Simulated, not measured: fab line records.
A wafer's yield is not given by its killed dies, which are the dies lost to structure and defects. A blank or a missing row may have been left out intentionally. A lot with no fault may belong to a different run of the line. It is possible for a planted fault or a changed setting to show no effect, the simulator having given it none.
Commonality check across tools / flow nand_harc / Lots sampled 12, wafers sampled 36

## REASON IT WAS OPENED
At NHARC_P_M1_CD_MEAS_09 the reading cd_nm is flagged on 2 of 12 lots. Wafers without a fault read 130.3 nm, standard deviation 0.82.
Rule: a lot is flagged in two cases, either no wafer of it has a number, or all its wafers with numbers fall more than 4 standard deviations from that mean. The rest of the lots are taken to be sound.

lot=L286; measured=day 6 10:22; on=cd_sem-02; cd_nm (nm), wafer by wafer=129.5 128.8 129.7; flag=
lot=L287; measured=day 6 18:17; on=cd_sem-01; cd_nm (nm), wafer by wafer=131.1 129.1 130.4; flag=
lot=L288; measured=day 6 22:34; on=cd_sem-03; cd_nm (nm), wafer by wafer=129.4 130.1 128.7; flag=
lot=L289; measured=day 7 17:11; on=cd_sem-03; cd_nm (nm), wafer by wafer=130.1 131.8 130.0; flag=
lot=L291; measured=day 8 11:54; on=cd_sem-02; cd_nm (nm), wafer by wafer=129.9 131.2 130.9; flag=
lot=L292; measured=day 8 17:12; on=cd_sem-01; cd_nm (nm), wafer by wafer=130.4 131.1 130.3; flag=
lot=L294; measured=day 9 11:14; on=cd_sem-02; cd_nm (nm), wafer by wafer=130.9 129.3 129.2; flag=
lot=L295; measured=day 10 05:02; on=cd_sem-02; cd_nm (nm), wafer by wafer=130.0 129.1 129.7; flag=
lot=L296; measured=day 10 11:53; on=cd_sem-03; cd_nm (nm), wafer by wafer=130.1 131.5 131.5; flag=
lot=L301; measured=day 12 07:20; on=cd_sem-03; cd_nm (nm), wafer by wafer=130.7 129.7 129.4; flag=
lot=L308; measured=day 15 10:54; on=cd_sem-02; cd_nm (nm), wafer by wafer=139.5 139.0 139.6; flag=FLAGGED
lot=L309; measured=day 16 02:46; on=cd_sem-01; cd_nm (nm), wafer by wafer=138.1 137.9 139.1; flag=FLAGGED
On average the flagged lots' numbers are 138.9 nm, which is +8.6 nm against the usual, or +10 standard deviations.

## EACH LOT AND THE TOOL IT RAN ON
The record holds 1 process step before the reading, out of a route of 1302 steps. Read each cell as the tool, then ch plus the chambers that the sampled wafers visited, then the start.
lot=L286; flag=; NHARC_P_M1_PEB_07=litho_track-04 ch 0, day 6 10:17
lot=L287; flag=; NHARC_P_M1_PEB_07=litho_track-04 ch 0, day 6 18:13
lot=L288; flag=; NHARC_P_M1_PEB_07=litho_track-06 ch 0, day 6 22:29
lot=L289; flag=; NHARC_P_M1_PEB_07=litho_track-04 ch 0, day 7 17:07
lot=L291; flag=; NHARC_P_M1_PEB_07=litho_track-04 ch 0, day 8 11:49
lot=L292; flag=; NHARC_P_M1_PEB_07=litho_track-04 ch 0, day 8 17:07
lot=L294; flag=; NHARC_P_M1_PEB_07=litho_track-01 ch 0, day 9 11:10
lot=L295; flag=; NHARC_P_M1_PEB_07=litho_track-06 ch 0, day 10 04:57
lot=L296; flag=; NHARC_P_M1_PEB_07=litho_track-01 ch 0, day 10 11:48
lot=L301; flag=; NHARC_P_M1_PEB_07=litho_track-06 ch 0, day 12 07:16
lot=L308; flag=FLAGGED; NHARC_P_M1_PEB_07=litho_track-04 ch 0, day 15 10:49
lot=L309; flag=FLAGGED; NHARC_P_M1_PEB_07=litho_track-04 ch 0, day 16 02:41
These steps, and what they do:
- NHARC_P_M1_PEB_07: peb time 65 s.
- NHARC_P_M1_CD_MEAS_09: target cd 130 nm.

## FLAGGED OVER TOTAL, TOOL BY TOOL (the gauges that took the reading come last)
step=NHARC_P_M1_PEB_07; tool=litho_track-01; lots run=2; flagged=0; share of the flagged lots=none; sound lots run after its first flagged lot=-
step=NHARC_P_M1_PEB_07; tool=litho_track-04; lots run=7; flagged=2; share of the flagged lots=all; sound lots run after its first flagged lot=0
step=NHARC_P_M1_PEB_07; tool=litho_track-06; lots run=3; flagged=0; share of the flagged lots=none; sound lots run after its first flagged lot=-
step=NHARC_P_M1_CD_MEAS_09; tool=cd_sem-01; lots run=3; flagged=1; share of the flagged lots=some; sound lots run after its first flagged lot=0
step=NHARC_P_M1_CD_MEAS_09; tool=cd_sem-02; lots run=5; flagged=1; share of the flagged lots=some; sound lots run after its first flagged lot=0
step=NHARC_P_M1_CD_MEAS_09; tool=cd_sem-03; lots run=4; flagged=0; share of the flagged lots=none; sound lots run after its first flagged lot=-

## THE TABLE: WHAT IT ALLOWS
All flagged lots share 1 row of the table, namely litho_track-04 at NHARC_P_M1_PEB_07.
- litho_track-04 at NHARC_P_M1_PEB_07: 2 of its 7 lots flagged. It ran its last sound lot, L292, at day 8 17:07 and its first flagged lot, L308, at day 15 10:49: a fault with its onset between the two fits. Its own readings (heater_power_total_W, plate_temp_C) fall more than 4 standard deviations out on all wafers of the flagged lots.
Left over: one tool, litho_track-04 at NHARC_P_M1_PEB_07.

## WHAT HAD BEEN PUT IN BY THE SIMULATOR
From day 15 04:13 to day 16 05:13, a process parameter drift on litho_track-04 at NHARC_P_M1_PEB_07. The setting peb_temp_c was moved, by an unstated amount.
Lots struck among those shown: L308, L309. Same finding as the rule above.
